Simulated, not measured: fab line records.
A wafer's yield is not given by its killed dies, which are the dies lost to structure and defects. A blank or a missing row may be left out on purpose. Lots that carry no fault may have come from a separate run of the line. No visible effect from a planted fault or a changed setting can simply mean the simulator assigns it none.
A lot that was struck, set against a sound lot	flow n5_finfet	41 steps out of a route of 1938
Sound: the wafers L765.1, L765.5, L765.6. Wafers struck: L764.1, L764.2, L764.6. At the end, the cause is stated.
Per side, at each step with rows, come the tool, then ch with its chambers, and then its first start. Under that, the readings that differ: sound wafers	struck wafers	difference of the means	sigmas: that difference in standard deviations of wafers without a fault.
alike: readings whose means differ by less than 2 such deviations, and words and numbers that are the same on both sides. not compared: withheld readings, readings that some wafer has no value for, bounds like >300 that may hide the same value, and numbers for which the record gives no deviation and whose values overlap.
The two part at a step that has a row with sigmas, a row that says differs or no value, or rows on one side only. Non-overlapping numbers with no deviation appear without sigmas and do not part them. A reading that every wafer of one side lacks parts them only if that side has two wafers or more.

first, 12 steps without rows for these wafers: N5_HKMG_FIN_STRIP_33 (strips in N2/H2); N5_HKMG_FIN_STRIP_34 (strips in CF4); N5_HKMG_FIN_ETCH_35 (etches SOC in N2/H2, target depth 215.8 nm, time 243.4 s); N5_HKMG_FIN_STRIP_92 (strips SOC in N2/H2, time 20 s); N5_HKMG_FIN_WET_ETCH_18 (etches TiN in SC1, time 55 s, target depth 5.2 nm, rinse time 30 s); N5_HKMG_FIN_STRIP_19 (strips in N2/H2, time 360 s); N5_HKMG_FIN_ALD_91 (deposits TiN, target thk 1 nm, pulse time 1 s, purge time 3 s); N5_HKMG_FIN_COAT_85 (time 60 s, resist thk 300 nm); N5_HKMG_FIN_ETCH_86 (etches SOC in N2/H2, stops on TiN, target depth 393.2 nm); N5_HKMG_FIN_STRIP_89 (strips SOC in N2/H2, time 20 s); N5_HKMG_FIN_WET_ETCH_87 (etches TiN in SC1, time 154.2 s, target depth 4.7 nm, rinse time 30 s); N5_HKMG_FIN_STRIP_88 (strips in N2/H2, time 360 s).
N5_HKMG_FIN_NWFM_ALD_20: deposits TiAlC, target thk 2 nm, pulse time 3 s, purge time 2 s.
  sound on ald_metal-02 ch 0,1,3, day 10 05:03; struck on ald_metal-01 ch 0,1,2, day 9 18:55
reading	sound	struck	difference	sigmas
ald_cycles	7 7 7	5 5 5	-2	
model.TiAlC_of_HKMG_FIN_NWFM_ALD_20.thk_nm (nm)	2 2 2	1.4 1.4 1.4	-0.6	
  alike: heater_power_w, precursor_pulse_height_rel
then, 26 steps without rows for these wafers: N5_HKMG_FIN_ALD_71 (deposits TiN, target thk 1 nm, pulse time 1 s, purge time 3 s); N5_HKMG_FIN_COAT_66 (time 60 s, resist thk 300 nm); N5_HKMG_FIN_ETCH_67 (etches SOC in N2/H2, stops on TiN, target depth 388.9 nm); N5_HKMG_FIN_STRIP_90 (strips SOC in N2/H2, time 20 s); N5_HKMG_FIN_WET_ETCH_73 (etches the open film in SC1, time 42.3 s, target depth 1.3 nm, rinse time 30 s); N5_HKMG_FIN_ETCHBACK_68 (etches the open film in Cl2/Ar, stops on HfO2, target depth 0.5 nm); N5_HKMG_FIN_STRIP_69 (strips in N2/H2, time 360 s); N5_HKMG_FIN_ALD_21 (deposits TiN, target thk 1.5 nm, pulse time 1 s, purge time 3 s); N5_HKMG_FIN_ALD_72 (deposits W, target thk 2 nm, pulse time 1 s, purge time 2 s); N5_HKMG_FIN_W_FILL_22 (material W, target thk 60 nm, time 18.2 s); N5_HKMG_FIN_PRECLEAN_83 (cleans in DIW, time 57.5 s); N5_HKMG_FIN_SRD_84 (dry time 32 s); N5_HKMG_FIN_CMP_23 (polishes, stops on SiNx, t overpolish 10 s, target thk 46.326 nm); N5_HKMG_FIN_CMP_94 (polishes, stops on SiNx, t overpolish 4.7 s, target thk 43.299 nm); N5_GATE_CUT_ETCHBACK_00 (etches W in SF6/Cl2); N5_GATE_CUT_ETCH_56 (etches TiN in Cl2/Ar, target depth 21.6 nm); N5_GATE_CUT_ETCHBACK_30 (etches TiN in Cl2/Ar, target depth 3 nm); N5_GATE_CUT_VAPOR_ETCH_60 (etches HfO2 in BCl3/Cl2); N5_GATE_CUT_ETCH_58 (etches SiNx in CH3F/O2, target depth 17 nm, time 128.6 s); N5_GATE_CUT_STRIP_59 (strips in N2/H2, time 20 s); N5_GATE_CUT_PRECLEAN_31 (cleans in DIW, time 300 s); N5_GATE_CUT_SRD_32 (time 30 s); N5_GATE_CUT_SAC_CAP_01 (material SiNx, target thk 24 nm, pulse time 1 s, ald cycles 480); N5_GATE_CUT_PECVD_57 (deposits SiNx from SiH4/NH3/N2, target thk 21 nm); N5_GATE_CUT_CMP_02 (polishes, stops on SiO2, t overpolish 12.7 s, target thk 0 nm); N5_GATE_CUT_HM_DEP_46 (deposits SiO2 from TEOS/O2, target thk 130 nm, time 26.6 s).
-- the record jumps here: 4 days lie between the struck wafers' starts before and after (it left off in module GATE_CUT and takes up again in module BEOL_M4, whose first step shown is number 1111 of the route) --
N5_BEOL_M4_RC_MEAS_101:
  sound on prober-02 ch 0, day 13 23:29; struck on prober-01 ch 0, day 13 17:46
reading	sound	struck	difference	sigmas
IOFF_N (nA/um)	0.134 0.145 0.141	0.026 0.021 0.024	-0.116	-5
IOFF_N_85C (nA/um)	2.7 2.9 2.9	0.7 0.6 0.6	-2.2	-6
IOFF_N_LIN (nA/um)	0.064 0.068 0.067	0.011 0.010 0.011	-0.056	-6
IOFF_N_LONG (nA/um)	5.39e-05 5.42e-05 5.43e-05	2.49e-05 2.39e-05 2.42e-05	-2.98e-05	-15
IOFF_P (nA/um)	0.199 0.206 0.203	0.280 0.257 0.291	+0.073	+3
IOFF_P_85C (nA/um)	3.4 3.5 3.5	4.7 4.4 4.8	+1.2	+3
IOFF_P_LIN (nA/um)	0.098 0.100 0.099	0.137 0.132 0.139	+0.037	+3
IOFF_P_LONG (nA/um)	0.000109 0.000108 0.000105	0.000143 0.000149 0.000147	+0.000039	+5
ION_N (uA/um)	669 670 667	560 557 554	-112	-13
VT_N (mV)	254.6 249.8 251.0	298.8 303.6 301.2	+49.4	+16
VT_N_LONG (mV)	274.5 272.6 275.1	322.9 322.4 327.1	+50.1	+29
VT_N_LVT (mV)	102.5 104.0 101.6	149.4 152.4 149.9	+47.9	+18
VT_P (mV)	-251.2 -252.6 -249.2	-242.0 -242.2 -240.3	+9.5	+3
VT_P_LONG (mV)	-275.2 -275.3 -272.2	-265.8 -262.7 -265.1	+9.7	+3
VT_P_LVT (mV)	-99.9 -99.7 -100.1	-88.6 -89.5 -88.1	+11.2	+5
  alike: DIBL_N, DIBL_P, ION_P, SS_N, SS_P
-- a jump in the record: the struck wafers' starts before and after are 5 days apart (it breaks off in module BEOL_M4 and resumes in module PASSIVATION, where the first step shown is number 1936 of the route) --
N5_PASSIVATION_PROBE_49:
  struck on prober-01, day 18 07:49; sound on prober-02, day 18 13:49
reading	sound	struck	difference	sigmas
sort_bin_8_speed (%)	0 0 0	93.22 91.86 93.31	+92.80	
sort_n_pass	1090 1083 1086	0 0 0	-1086	-64
sort_yield_pct (%)	92.4 91.8 92.0	0 0 0	-92	-61
  alike: defect_limited_yield, killed_at_M0_to_M3, killed_at_M4_up, killed_at_contacts, killed_at_front_end, killed_at_other, killed_dies, killed_open, killed_short, sort_bin_4_leakage, sort_bin_5_function, sort_bin_6_memory

WHERE THEY PART
First at N5_BEOL_M4_RC_MEAS_101; last, within this record, at N5_PASSIVATION_PROBE_49.

WHY: whatever the simulator had introduced
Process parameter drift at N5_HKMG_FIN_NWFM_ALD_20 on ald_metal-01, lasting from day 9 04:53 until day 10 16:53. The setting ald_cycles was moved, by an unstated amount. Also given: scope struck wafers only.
